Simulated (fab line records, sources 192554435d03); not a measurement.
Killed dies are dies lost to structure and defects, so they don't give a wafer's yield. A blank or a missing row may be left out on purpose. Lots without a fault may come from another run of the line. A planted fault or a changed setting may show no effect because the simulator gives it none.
Chamber matching | flow n5_finfet | N5_DUMMY_GATE_ETCH_36 on rie_diel-02: 4 sister chambers
The step etches SiARC in CF4, target depth 13 nm. 14 wafers are shown with their chamber, then 6 later ones without.

WAFERS WITH THEIR CHAMBER
wafer  | chamber | throttle_valve_pct (%) | drypump_motor_current_A (A) | oes_product_au (a.u.)
L482.1 | 1       | 15.33                  | 5.7                         | 0.86
L482.5 | 2       | 15.71                  | 6.5                         | 0.74
L484.3 | 1       | 15.37                  | 5.7                         | 0.85
L484.4 | 3       | 15.62                  | 5.4                         | 0.76
L484.6 | 2       | 15.73                  | 6.4                         | 0.74
L488.1 | 1       | 15.37                  | 5.6                         | 0.86
L488.2 | 2       | 15.73                  | 6.5                         | 0.74
L488.5 | 3       | 15.64                  | 5.4                         | 0.76
L489.1 | 1       | 15.40                  | 5.7                         | 0.84
L489.3 | 0       | 14.96                  | 5.4                         | 0.93
L489.5 | 1       | 15.38                  | 5.7                         | 0.83
L490.1 | 1       | 15.38                  | 5.7                         | 0.84
L490.3 | 3       | 15.64                  | 5.4                         | 0.75
L490.5 | 3       | 15.65                  | 5.4                         | 0.74

SIGNATURES (means of the wafers above)
reading                 | chamber 0 | chamber 1 | chamber 2 | chamber 3 | scatter within a chamber
throttle_valve_pct      | 14.9600   | 15.3717   | 15.7233   | 15.6375   | 0.0185
drypump_motor_current_A | 5.400     | 5.683     | 6.467     | 5.400     | 0.0387
oes_product_au          | 0.9300    | 0.8467    | 0.7400    | 0.7525    | 0.01
Rule: a wafer's distance from a chamber is the root of the sum, over the readings, of the square of ((its reading less the chamber's mean) divided by the reading's scatter). The wafer belongs to the nearest chamber; if the next one is less than 2 further off, it can't be placed. The scatter: the root of (the sum of the squares of (reading less its chamber's mean) over the shown wafers, divided by (wafers less chambers)).

WAFERS WITHOUT THEIR CHAMBER
wafer  | throttle_valve_pct (%) | drypump_motor_current_A (A) | oes_product_au (a.u.)
L494.1 | 15.40                  | 5.7                         | 0.85
L494.4 | 14.99                  | 5.3                         | 0.95
L494.5 | 15.38                  | 5.7                         | 0.83
L495.2 | 14.99                  | 5.4                         | 0.94
L495.4 | 15.75                  | 6.4                         | 0.74
L495.6 | 15.65                  | 5.4                         | 0.76

WHICH CHAMBER EACH WENT THROUGH
wafer  | from the rows above | in truth
L494.1 | 1                   | 1
L494.4 | 0                   | 0
L494.5 | 1                   | 1
L495.2 | 0                   | 0
L495.4 | 2                   | 2
L495.6 | 3                   | 3
Placed correctly: 6 of 6. Can't be placed from these rows: 0. Placed wrongly: 0.
